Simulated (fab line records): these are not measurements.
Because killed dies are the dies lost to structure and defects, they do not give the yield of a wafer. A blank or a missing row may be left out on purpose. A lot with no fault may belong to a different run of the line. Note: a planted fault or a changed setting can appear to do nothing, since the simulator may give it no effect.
fab line records	flow n5_finfet	part 2 of 2: steps 25 to 32 of 32
record: lots: 5	wafers: 15	last_day: 15
route steps=1938 shown BEOL_M14@1732
lots untouched by any fault: they come from a run of this same line in which no faults occurred
start_h: hours from the record's first day to the start of the lot's first wafer shown	wait_h: time in hours since the lot's previous step	" repeats the value in the row above	L1.1+2: several wafers, shown together as one row	- no value, or no start was given	* or withheld: withheld	< > ~ a bound
route shown NAME@n: a module of which the file shows steps, and the number in the route of the first	usual: the fault-free wafers' mean and standard deviation	same: alike in all rows	chamber/n: place in a boat	sites: per-site readings	_std_site: standard deviation of those values	_edge_site: inner sites' mean taken away from outer sites' mean	radius_mm: for every site, how far away it sits from the centre of the wafer	mask NAME#n: copy n	behind: the most recent tool/chamber to have shaped the wafer	hold: what put the lot on hold/how long, in hours/how the hold closed	device: names the non-switching transistor (n, p or np)	end of line: the route-end tests of the same wafers	where a step has no rows: the recipe by itself	killed: at the first sort, the dies lost to defects and structure; wafer yield is something else	map: the dies of a wafer, with x for killed, . for not killed, _ for no die there
set.NAME: the setting as run; set.NAME@STEP: as run at that earlier step	model.NAME: the simulator's own value behind a step, which no gauge read
lots seen at some steps along the route; tables by step, rows by wafer
services: a tool's chamber out of use, with start hour (start_h, from the record's first day; less than 0 if before it), hours out, and reason
== steps ==
step: N5_BEOL_M14_STRIP_37
recipe: chemistry: O2	power_w: 600	temp_c: 60	pressure_mtorr: 30	rf_frequency_hz: 6e+07	bias_power_w: 0	overash_fraction: 0.3	o2_flow_sccm: 225
usual: drypump_motor_current_A: 5.6/0.36	oes_product_au: 0.81/0.095	rf_vpp_V: 3.6/1	showerhead_plenum_p_Torr: 2.11/0.073	throttle_valve_pct: 16.77/0.17
lot.wafer	tool	chamber	start_h	wait_h	drypump_motor_current_A	oes_product_au	rf_hours_counter_h	rf_vpp_V	showerhead_plenum_p_Torr	throttle_valve_pct
L077.1	rie_diel-04	1	257.67	2.8	5.4	0.85	85	2.2	2.11	16.67
L077.3	"	0	"	"	6.1	0.75	134	2.3	2.02	16.76
L077.4	"	2	"	"	6.4	0.70	214	4.0	1.98	16.69
L080.2	rie_diel-02	1	259.60	0.1	5.5	0.70	230	3.7	2.18	17.12
L080.3	"	0	"	"	5.3	0.86	73	3.1	2.10	16.72
L080.6	"	1	"	"	5.6	0.70	-	4.0	2.18	17.09
L085.1	rie_diel-02	3	295.62	0.1	5.8	0.79	100	3.0	2.22	16.74
L085.4	"	2	"	"	5.0	0.69	238	4.1	2.07	16.88
L085.5	"	2	"	"	5.0	0.70	-	3.5	2.07	16.91
L088.3	rie_diel-02	3	320.38	4.6	5.7	0.79	111	5.9	2.22	16.80
L088.5	"	3	"	"	5.8	0.79	-	3.6	2.22	16.78
L088.6	"	2	"	"	5.0	0.68	-	3.6	2.07	16.93
L089.2	rie_diel-06	3	329.07	0.1	5.9	0.87	37	1.1	2.04	16.88
L089.3	"	0	"	"	5.9	0.88	43	3.8	2.11	16.41
L089.5	"	0	"	"	5.9	0.89	-	2.8	2.11	16.43
step: N5_BEOL_M14_ETCH_38
recipe: chemistry: CF4/N2	target: SiCN	target_depth_a: 1065	taper_deg: 2	time_s: 120.6	ion_energy_ev: 150	mask_material: SiO2	pressure_mtorr: 40	source_w: 430	bias_w: 70	Ar_flow_sccm: 100	cf4_flow_sccm: 60	n2_flow_sccm: 60
usual: drypump_motor_current_A: 5.6/0.37	oes_product_au: 0.81/0.098	rf_fwd_power_W: 428.6/1.4	rf_vpp_V: 382.6/1.8	showerhead_plenum_p_Torr: 2.22/0.065	throttle_valve_pct: 15.54/0.2
lot.wafer	tool	chamber	start_h	wait_h	drypump_motor_current_A	oes_product_au	rf_fwd_power_W	rf_hours_counter_h	rf_vpp_V	showerhead_plenum_p_Torr	throttle_valve_pct
L077.1	rie_diel-04	1	-	-	5.4	0.86	427.6	85	383.6	2.22	15.44
L077.3	"	0	"	"	6.1	0.75	427.8	134	378.8	2.13	15.49
L077.4	"	2	"	"	6.4	0.70	430.7	214	380.6	2.10	15.51
L080.2	rie_diel-02	1	-	-	5.5	0.70	430.1	230	382.7	2.27	15.83
L080.3	"	0	"	"	5.3	0.83	426.9	73	382.5	2.24	15.66
L080.6	"	1	"	"	5.5	0.70	429.1	-	383.2	2.28	15.82
L085.1	rie_diel-02	3	-	-	5.8	0.80	425.2	100	385.5	2.30	15.37
L085.4	"	2	"	"	5.0	0.69	428.9	239	381.8	2.19	15.68
L085.5	"	2	"	"	5.0	0.69	430.0	-	380.3	2.19	15.69
L088.3	rie_diel-02	3	-	-	5.7	0.79	428.5	111	384.9	2.30	15.38
L088.5	"	3	"	"	5.7	0.79	428.5	-	384.1	2.30	15.38
L088.6	"	2	"	"	5.0	0.68	426.6	-	382.3	2.18	15.70
L089.2	rie_diel-06	3	-	-	5.9	0.87	427.8	37	380.1	2.15	15.67
L089.3	"	0	"	"	5.9	0.92	428.6	43	381.3	2.22	15.18
L089.5	"	0	"	"	5.9	0.93	429.1	-	383.2	2.22	15.15
step: N5_BEOL_M14_PRECLEAN_39
recipe: chemistry: residue_remover	time_s: 60	temp_c: 40
lot.wafer	tool	chamber	start_h	wait_h
L077.1+3+4	wet_bench-03	2,0,1	257.87	-
L080.2+3+6	wet_bench-03	2,0,3	259.79	-
L085.1+4+5	wet_bench-02	3,0,4	295.82	-
L088.3+5+6	wet_bench-02	6,3,1	320.58	-
L089.2+3+5	wet_bench-02	2,3,7	329.27	-
step: N5_BEOL_M14_SRD_40
recipe: time_s: 30	temp_c: 23	rinse_liquid: diw	dry: n2_spin	spin_rpm: 1500	dry_time_s: 30
lot.wafer	tool	chamber	start_h	wait_h
L077.1+3+4	wet_bench-03	2,0,1	257.88	0.0
L080.2+3+6	wet_bench-03	2,0,3	259.81	0.0
L085.1+4+5	wet_bench-02	3,0,4	295.84	0.0
L088.3+5+6	wet_bench-02	6,3,1	320.60	0.0
L089.2+3+5	wet_bench-02	2,3,7	329.29	0.0
step: N5_BEOL_M14_DEGAS_41
recipe: ambient: vacuum	temp_c: 300	time_s: 60
usual: heater_power_w: 462/36
lot.wafer	tool	chamber	start_h	wait_h	heater_power_w
L077.1	pvd_sputter-03	-	258.38	0.5	474
L077.3	"	-	"	"	476
L077.4	"	-	"	"	424
L080.2	pvd_sputter-03	-	260.50	0.7	471
L080.3	"	-	"	"	427
L080.6	"	-	"	"	507
L085.1	pvd_sputter-01	-	295.89	0.0	406
L085.4	"	-	"	"	443
L085.5	"	-	"	"	522
L088.3	pvd_sputter-01	-	320.85	0.2	491
L088.5	"	-	"	"	411
L088.6	"	-	"	"	511
L089.2	pvd_sputter-02	-	329.76	0.5	411
L089.3	"	-	"	"	482
L089.5	"	-	"	"	425
step: N5_BEOL_M14_PRE_CLEAN_42
recipe: gas: H2/He	time_s: 30	temp_c: 300
usual: heater_power_w: 463/35
lot.wafer	tool	chamber	start_h	wait_h	heater_power_w
L077.1	pvd_sputter-03	-	258.42	0.0	474
L077.3	"	-	"	"	502
L077.4	"	-	"	"	424
L080.2	pvd_sputter-03	-	260.54	0.0	464
L080.3	"	-	"	"	432
L080.6	"	-	"	"	512
L085.1	pvd_sputter-01	-	295.93	0.0	402
L085.4	"	-	"	"	449
L085.5	"	-	"	"	506
L088.3	pvd_sputter-01	-	320.89	0.0	486
L088.5	"	-	"	"	409
L088.6	"	-	"	"	500
L089.2	pvd_sputter-02	-	329.80	0.0	410
L089.3	"	-	"	"	497
L089.5	"	-	"	"	447
step: N5_BEOL_M14_SPUTTER_43
recipe: material: TaN	target_thk_a: 150	temp_c: 50	bias_v: 168.6	power_w: 15000	chamber_pressure_pa: 0.12	time_s: 24.19
usual: chamber_pressure_pa: 0.12/0.00026	throttle_valve_pct: 29.6/1.2
lot.wafer	tool	chamber	start_h	wait_h	chamber_pressure_pa	throttle_valve_pct
L077.1	pvd_sputter-03	-	258.46	0.0	0.12029	32.2
L077.3	"	-	"	"	0.1198	30.1
L077.4	"	-	"	"	0.11987	29.8
L080.2	pvd_sputter-03	-	260.58	0.0	0.12041	32.2
L080.3	"	-	"	"	0.12001	29.6
L080.6	"	-	"	"	0.11961	28.7
L085.1	pvd_sputter-01	-	295.97	0.0	0.12035	28.7
L085.4	"	-	"	"	0.12016	28.0
L085.5	"	-	"	"	0.12029	29.4
L088.3	pvd_sputter-01	-	320.93	0.0	0.12024	30.4
L088.5	"	-	"	"	0.11991	28.9
L088.6	"	-	"	"	0.12028	29.8
L089.2	pvd_sputter-02	-	329.84	0.0	0.12014	30.8
L089.3	"	-	"	"	0.12002	29.0
L089.5	"	-	"	"	0.11977	28.7
step: N5_BEOL_M14_SPUTTER_44
recipe: material: Ta	target_thk_a: 150	temp_c: 50	bias_v: 80	power_w: 15000	chamber_pressure_pa: 0.07	time_s: 24.19
usual: chamber_pressure_pa: 0.06999/0.00015	throttle_valve_pct: 29.6/1.2
lot.wafer	tool	chamber	start_h	wait_h	chamber_pressure_pa	throttle_valve_pct
L077.1	pvd_sputter-03	-	258.54	0.0	0.06991	32.2
L077.3	"	-	"	"	0.06993	29.7
L077.4	"	-	"	"	0.07035	29.8
L080.2	pvd_sputter-03	-	260.66	0.0	0.06985	32.1
L080.3	"	-	"	"	0.06969	29.8
L080.6	"	-	"	"	0.07015	29.0
L085.1	pvd_sputter-01	-	296.05	0.0	0.07004	28.9
L085.4	"	-	"	"	0.06989	27.8
L085.5	"	-	"	"	0.06985	29.7
L088.3	pvd_sputter-01	-	321.01	0.0	0.07026	30.6
L088.5	"	-	"	"	0.0699	28.9
L088.6	"	-	"	"	0.06988	29.6
L089.2	pvd_sputter-02	-	329.92	0.0	0.07001	30.9
L089.3	"	-	"	"	0.07036	29.2
L089.5	"	-	"	"	0.07023	28.7
== services ==
tool	chamber	start_h	hours	kind
krf_scanner-02	-	230.84	0.8	pm
krf_scanner-02	-	238.52	0.2	repair
krf_scanner-02	-	258.13	11.6	pm
wet_bench-03	-	260.92	1.9	repair
rie_diel-02	2	266.21	11.0	repair
rie_diel-04	-	279.19	1.3	repair
rie_diel-04	2	280.55	4.1	repair
krf_scanner-01	-	280.58	0.8	pm
pvd_sputter-02	-	284.61	5.1	repair
krf_scanner-01	-	302.66	1.0	pm
krf_scanner-01	-	305.96	0.7	repair
rie_diel-02	1	308.79	-	clean
rie_diel-02	1	308.79	-	consumable_replace:focus_ring
rie_diel-02	1	308.79	16.9	scheduled_down
rie_diel-02	1	308.79	16.9	vent_cycle
rie_diel-06	-	319.94	0.8	repair
rie_diel-04	3	320.95	-	clean
rie_diel-04	3	320.95	-	consumable_replace:focus_ring
krf_scanner-02	-	321.41	4.4	pm
rie_diel-02	2	325.73	-	clean
rie_diel-02	2	325.73	-	consumable_replace:focus_ring
rie_diel-02	2	325.73	15.4	scheduled_down
rie_diel-02	2	325.73	15.4	vent_cycle
krf_scanner-01	-	325.78	1.3	pm
